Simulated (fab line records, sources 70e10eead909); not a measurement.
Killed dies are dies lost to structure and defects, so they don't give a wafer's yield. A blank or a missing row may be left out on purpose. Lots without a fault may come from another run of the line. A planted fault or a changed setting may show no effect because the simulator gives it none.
Chamber matching | flow nand_harc | NHARC_A_STAIRCASE_DEP_151 on pecvd-01: 3 sister chambers
The step deposits SiO2, target thk 3800 nm. 6 wafers are shown with their chamber, then 9 later ones without.

WAFERS WITH THEIR CHAMBER
wafer  | chamber | heater_power_w (W) | susceptor_temp_C (C)
L087.4 | 0       | 651                | 400.16
L089.4 | 1       | 518                | 400.19
L089.5 | 0       | 660                | 400.17
L091.2 | 2       | 537                | 400.02
L091.3 | 1       | 538                | 400.06
L091.5 | 2       | 519                | 399.81

WAFERS WITHOUT THEIR CHAMBER
wafer  | heater_power_w (W) | susceptor_temp_C (C)
L092.3 | 605                | 400.01
L092.5 | 522                | 399.82
L092.6 | 517                | 400.16
L093.2 | 702                | 399.70
L093.4 | 653                | 399.81
L093.5 | 526                | 399.94
L097.1 | 537                | 399.89
L097.5 | 540                | 399.78
L097.6 | 540                | 399.88

WHICH CHAMBER EACH WENT THROUGH
wafer  | from the rows above     | in truth
L092.3 | 0                       | 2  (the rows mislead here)
L092.5 | can't be placed: 2 or 1 | 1
L092.6 | can't be placed: 1 or 2 | 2
L093.2 | 0                       | 0
L093.4 | 0                       | 0
L093.5 | can't be placed: 2 or 1 | 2
L097.1 | can't be placed: 2 or 1 | 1
L097.5 | can't be placed: 2 or 1 | 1
L097.6 | can't be placed: 2 or 1 | 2
Placed correctly: 2 of 9. Can't be placed from these rows: 6 (the true chamber is among the candidates in 6). Placed wrongly: 1.
How it was worked out, from the rows above alone: a wafer's distance from a chamber is the root of the sum, over the readings, of the square of ((its reading less the chamber's mean) divided by the reading's scatter). The wafer belongs to the nearest chamber; if the next one is less than 2 further off, it can't be placed. A chamber's mean is the mean of its shown wafers. The scatter: the root of (the sum of the squares of (reading less its chamber's mean) over the shown wafers, divided by (wafers less chambers)).
